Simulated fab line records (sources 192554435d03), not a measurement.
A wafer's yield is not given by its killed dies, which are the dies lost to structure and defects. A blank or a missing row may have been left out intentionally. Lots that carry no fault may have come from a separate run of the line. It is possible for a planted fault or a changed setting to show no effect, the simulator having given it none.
Which of the tools did it? || flow n5 finfet || 24 lots with 72 wafers sampled at 3 steps, on a route of 1938 steps

== WHAT EACH GAUGE READ, for each wafer ==
N5_BEOL_M7_RS_MEAS_57: uses a four-point probe to measure.
{"lot": "L074", "measured": "day 10 23:24", "on": "film metro-02", "M7_RS (ohm/sq)": "0.299 0.292 0.286"}
{"lot": "L075", "measured": "day 12 06:40", "on": "film metro-02", "M7_RS (ohm/sq)": "0.281 0.288 0.281"}
{"lot": "L076", "measured": "day 12 10:02", "on": "film metro-01", "M7_RS (ohm/sq)": "0.292 0.300 0.299"}
{"lot": "L077", "measured": "day 12 18:02", "on": "film metro-01", "M7_RS (ohm/sq)": "0.296 0.281 0.296"}
{"lot": "L078", "measured": "day 13 02:12", "on": "film metro-02", "M7_RS (ohm/sq)": "0.294 0.286 0.282"}
{"lot": "L080", "measured": "day 13 10:04", "on": "film metro-01", "M7_RS (ohm/sq)": "0.280 0.293 0.285"}
{"lot": "L081", "measured": "day 13 15:04", "on": "film metro-02", "M7_RS (ohm/sq)": "0.277 0.290 0.282"}
{"lot": "L083", "measured": "day 13 20:05", "on": "film metro-02", "M7_RS (ohm/sq)": "0.275 0.280 0.283"}
{"lot": "L082", "measured": "day 13 22:11", "on": "film metro-02", "M7_RS (ohm/sq)": "0.282 0.282 0.268"}
{"lot": "L084", "measured": "day 13 23:52", "on": "film metro-02", "M7_RS (ohm/sq)": "0.280 0.288 0.296"}
{"lot": "L085", "measured": "day 14 12:23", "on": "film metro-02", "M7_RS (ohm/sq)": "0.292 0.291 0.292"}
{"lot": "L092", "measured": "day 14 12:55", "on": "film metro-01", "M7_RS (ohm/sq)": "0.299 0.286 0.290"}
{"lot": "L086", "measured": "day 14 15:45", "on": "film metro-01", "M7_RS (ohm/sq)": "0.295 0.282 0.288"}
{"lot": "L088", "measured": "day 15 04:16", "on": "film metro-01", "M7_RS (ohm/sq)": "0.291 0.285 0.285"}
{"lot": "L087", "measured": "day 15 09:02", "on": "film metro-02", "M7_RS (ohm/sq)": "0.275 0.281 0.286"}
{"lot": "L089", "measured": "day 15 09:24", "on": "film metro-02", "M7_RS (ohm/sq)": "0.286 0.298 0.290"}
{"lot": "L090", "measured": "day 15 13:26", "on": "film metro-02", "M7_RS (ohm/sq)": "0.288 0.281 0.278"}
{"lot": "L091", "measured": "day 15 16:54", "on": "film metro-02", "M7_RS (ohm/sq)": "0.285 0.282 0.295"}
{"lot": "L093", "measured": "day 15 17:10", "on": "film metro-02", "M7_RS (ohm/sq)": "0.278 0.288 0.276"}
{"lot": "L079", "measured": "day 16 22:07", "on": "film metro-01", "M7_RS (ohm/sq)": "0.292 0.287 0.284"}
{"lot": "L097", "measured": "day 16 22:40", "on": "film metro-02", "M7_RS (ohm/sq)": "0.286 0.293 0.286"}
{"lot": "L096", "measured": "day 17 03:15", "on": "film metro-02", "M7_RS (ohm/sq)": "0.278 0.279 0.294"}
{"lot": "L094", "measured": "day 17 19:56", "on": "film metro-01", "M7_RS (ohm/sq)": "0.294 0.279 0.294"}
{"lot": "L095", "measured": "day 17 22:34", "on": "film metro-02", "M7_RS (ohm/sq)": "0.297 0.289 0.287"}

== TOOL THAT RAN EACH LOT (tool first, then ch and the chambers of the sampled wafers, then the start) ==
{"lot": "L074", "N5_BEOL_M7_ALD_77": "ald metal-02 ch 0,1,2, day 10 21:47", "N5_BEOL_M7_ANNEAL_51": "rtp anneal-02 ch 0, day 10 22:46"}
{"lot": "L075", "N5_BEOL_M7_ALD_77": "ald metal-02 ch 1,2,3, day 12 04:50", "N5_BEOL_M7_ANNEAL_51": "rtp anneal-01 ch 0, day 12 05:59"}
{"lot": "L076", "N5_BEOL_M7_ALD_77": "ald metal-03 ch 0,1,2, day 12 07:44", "N5_BEOL_M7_ANNEAL_51": "rtp anneal-02 ch 0, day 12 09:18"}
{"lot": "L077", "N5_BEOL_M7_ALD_77": "ald metal-02 ch 2,3, day 12 15:41", "N5_BEOL_M7_ANNEAL_51": "rtp anneal-01 ch 0, day 12 17:19"}
{"lot": "L078", "N5_BEOL_M7_ALD_77": "ald metal-03 ch 0,1,3, day 12 23:40", "N5_BEOL_M7_ANNEAL_51": "rtp anneal-01 ch 0, day 13 01:29"}
{"lot": "L080", "N5_BEOL_M7_ALD_77": "ald metal-02 ch 2,3, day 13 08:37", "N5_BEOL_M7_ANNEAL_51": "rtp anneal-01 ch 0, day 13 09:20"}
{"lot": "L081", "N5_BEOL_M7_ALD_77": "ald metal-04 ch 0,1,2, day 13 13:08", "N5_BEOL_M7_ANNEAL_51": "rtp anneal-02 ch 0, day 13 14:19"}
{"lot": "L083", "N5_BEOL_M7_ALD_77": "ald metal-04 ch 0,2,3, day 13 18:11", "N5_BEOL_M7_ANNEAL_51": "rtp anneal-01 ch 0, day 13 19:20"}
{"lot": "L082", "N5_BEOL_M7_ALD_77": "ald metal-03 ch 1,2,3, day 13 19:01", "N5_BEOL_M7_ANNEAL_51": "rtp anneal-01 ch 0, day 13 21:32"}
{"lot": "L084", "N5_BEOL_M7_ALD_77": "ald metal-04 ch 0,3, day 13 21:47", "N5_BEOL_M7_ANNEAL_51": "rtp anneal-01 ch 0, day 13 23:13"}
{"lot": "L085", "N5_BEOL_M7_ALD_77": "ald metal-04 ch 0,3, day 14 10:29", "N5_BEOL_M7_ANNEAL_51": "rtp anneal-02 ch 0, day 14 11:45"}
{"lot": "L092", "N5_BEOL_M7_ALD_77": "ald metal-02 ch 0,2,3, day 14 10:47", "N5_BEOL_M7_ANNEAL_51": "rtp anneal-02 ch 0, day 14 12:14"}
{"lot": "L086", "N5_BEOL_M7_ALD_77": "ald metal-02 ch 0,1,2, day 14 14:12", "N5_BEOL_M7_ANNEAL_51": "rtp anneal-02 ch 0, day 14 15:02"}
{"lot": "L088", "N5_BEOL_M7_ALD_77": "ald metal-02 ch 0,3, day 15 00:45", "N5_BEOL_M7_ANNEAL_51": "rtp anneal-01 ch 0, day 15 03:33"}
{"lot": "L087", "N5_BEOL_M7_ALD_77": "ald metal-04 ch 0,2,3, day 15 07:29", "N5_BEOL_M7_ANNEAL_51": "rtp anneal-01 ch 0, day 15 08:14"}
{"lot": "L089", "N5_BEOL_M7_ALD_77": "ald metal-02 ch 0,2, day 15 07:49", "N5_BEOL_M7_ANNEAL_51": "rtp anneal-02 ch 0, day 15 08:43"}
{"lot": "L090", "N5_BEOL_M7_ALD_77": "ald metal-04 ch 0,3, day 15 11:20", "N5_BEOL_M7_ANNEAL_51": "rtp anneal-02 ch 0, day 15 12:46"}
{"lot": "L091", "N5_BEOL_M7_ALD_77": "ald metal-04 ch 0,3, day 15 15:03", "N5_BEOL_M7_ANNEAL_51": "rtp anneal-01 ch 0, day 15 16:10"}
{"lot": "L093", "N5_BEOL_M7_ALD_77": "ald metal-02 ch 0,2,3, day 15 15:15", "N5_BEOL_M7_ANNEAL_51": "rtp anneal-01 ch 0, day 15 16:32"}
{"lot": "L079", "N5_BEOL_M7_ALD_77": "ald metal-02 ch 0,1,3, day 16 19:56", "N5_BEOL_M7_ANNEAL_51": "rtp anneal-02 ch 0, day 16 21:23"}
{"lot": "L097", "N5_BEOL_M7_ALD_77": "ald metal-03 ch 1,3, day 16 20:27", "N5_BEOL_M7_ANNEAL_51": "rtp anneal-02 ch 0, day 16 21:56"}
{"lot": "L096", "N5_BEOL_M7_ALD_77": "ald metal-03 ch 0,2,3, day 17 01:03", "N5_BEOL_M7_ANNEAL_51": "rtp anneal-01 ch 0, day 17 02:28"}
{"lot": "L094", "N5_BEOL_M7_ALD_77": "ald metal-04 ch 0,1,2, day 17 17:39", "N5_BEOL_M7_ANNEAL_51": "rtp anneal-01 ch 0, day 17 19:13"}
{"lot": "L095", "N5_BEOL_M7_ALD_77": "ald metal-04 ch 0,2, day 17 20:58", "N5_BEOL_M7_ANNEAL_51": "rtp anneal-02 ch 0, day 17 21:51"}
- N5_BEOL_M7_ALD_77: deposits TaN, target thk 2 nm, pulse time 2 s, purge time 3 s.
- N5_BEOL_M7_ANNEAL_51: time 90 s.

== AS READ BY THE TOOLS THEMSELVES (means over the sampled wafers that have a number; for cases with no such wafer, the mark the record gives instead) ==
N5_BEOL_M7_ALD_77.
{"lot": "L074", "tool": "ald metal-02", "heater power w (W)": 424}
{"lot": "L075", "tool": "ald metal-02", "heater power w (W)": 436}
{"lot": "L076", "tool": "ald metal-03", "heater power w (W)": 410}
{"lot": "L077", "tool": "ald metal-02", "heater power w (W)": 439}
{"lot": "L078", "tool": "ald metal-03", "heater power w (W)": 417}
{"lot": "L080", "tool": "ald metal-02", "heater power w (W)": 443}
{"lot": "L081", "tool": "ald metal-04", "heater power w (W)": 442}
{"lot": "L083", "tool": "ald metal-04", "heater power w (W)": 462}
{"lot": "L082", "tool": "ald metal-03", "heater power w (W)": 422}
{"lot": "L084", "tool": "ald metal-04", "heater power w (W)": 502}
{"lot": "L085", "tool": "ald metal-04", "heater power w (W)": 511}
{"lot": "L092", "tool": "ald metal-02", "heater power w (W)": 432}
{"lot": "L086", "tool": "ald metal-02", "heater power w (W)": 430}
{"lot": "L088", "tool": "ald metal-02", "heater power w (W)": 441}
{"lot": "L087", "tool": "ald metal-04", "heater power w (W)": 462}
{"lot": "L089", "tool": "ald metal-02", "heater power w (W)": 428}
{"lot": "L090", "tool": "ald metal-04", "heater power w (W)": 508}
{"lot": "L091", "tool": "ald metal-04", "heater power w (W)": 500}
{"lot": "L093", "tool": "ald metal-02", "heater power w (W)": 438}
{"lot": "L079", "tool": "ald metal-02", "heater power w (W)": 443}
{"lot": "L097", "tool": "ald metal-03", "heater power w (W)": 379}
{"lot": "L096", "tool": "ald metal-03", "heater power w (W)": 396}
{"lot": "L094", "tool": "ald metal-04", "heater power w (W)": 444}
{"lot": "L095", "tool": "ald metal-04", "heater power w (W)": 472}

N5_BEOL_M7_ANNEAL_51.
{"lot": "L074", "tool": "rtp anneal-02", "wafer_temp_C_max": 225.78}
{"lot": "L075", "tool": "rtp anneal-01", "wafer_temp_C_max": 225.92}
{"lot": "L076", "tool": "rtp anneal-02", "wafer_temp_C_max": 226.17}
{"lot": "L077", "tool": "rtp anneal-01", "wafer_temp_C_max": 226.03}
{"lot": "L078", "tool": "rtp anneal-01", "wafer_temp_C_max": 226.08}
{"lot": "L080", "tool": "rtp anneal-01", "wafer_temp_C_max": 225.83}
{"lot": "L081", "tool": "rtp anneal-02", "wafer_temp_C_max": 226.06}
{"lot": "L083", "tool": "rtp anneal-01", "wafer_temp_C_max": 225.85}
{"lot": "L082", "tool": "rtp anneal-01", "wafer_temp_C_max": 225.82}
{"lot": "L084", "tool": "rtp anneal-01", "wafer_temp_C_max": 225.65}
{"lot": "L085", "tool": "rtp anneal-02", "wafer_temp_C_max": 226.20}
{"lot": "L092", "tool": "rtp anneal-02", "wafer_temp_C_max": 226.13}
{"lot": "L086", "tool": "rtp anneal-02", "wafer_temp_C_max": 225.97}
{"lot": "L088", "tool": "rtp anneal-01", "wafer_temp_C_max": 225.66}
{"lot": "L087", "tool": "rtp anneal-01", "wafer_temp_C_max": 225.72}
{"lot": "L089", "tool": "rtp anneal-02", "wafer_temp_C_max": 226.16}
{"lot": "L090", "tool": "rtp anneal-02", "wafer_temp_C_max": 225.84}
{"lot": "L091", "tool": "rtp anneal-01", "wafer_temp_C_max": 226.02}
{"lot": "L093", "tool": "rtp anneal-01", "wafer_temp_C_max": 225.89}
{"lot": "L079", "tool": "rtp anneal-02", "wafer_temp_C_max": 225.80}
{"lot": "L097", "tool": "rtp anneal-02", "wafer_temp_C_max": 226.05}
{"lot": "L096", "tool": "rtp anneal-01", "wafer_temp_C_max": 225.62}
{"lot": "L094", "tool": "rtp anneal-01", "wafer_temp_C_max": 226.05}
{"lot": "L095", "tool": "rtp anneal-02", "wafer_temp_C_max": 225.90}

== THE ANSWER, worked out from the rows above alone ==
Rule: what is usual is taken from the lots themselves. The widest of any qualifying gaps counts: lots, ordered by their means at a reading, are off when they make up no more than a third of the lots, leave a main group of 4 or more, and stand apart from it by 3 or more times the standard deviation of that group's means. A main group is skipped when, at the precision printed for the reading in the tables above, its means are all equal. Also off: a lot with no number at a reading for which 4 or more lots have one. All remaining lots with rows at the step are treated as sound. The gauges are gone through in route order, then the tools' own readings, and for those a lot's mean is taken as printed above. At the first step where some lot is off, the reading lying furthest off is the one used; lots without a number count as furthest.
None of the lots is off at any reading shown; this tells nothing.

== WHAT HAD BEEN PUT IN BY THE SIMULATOR ==
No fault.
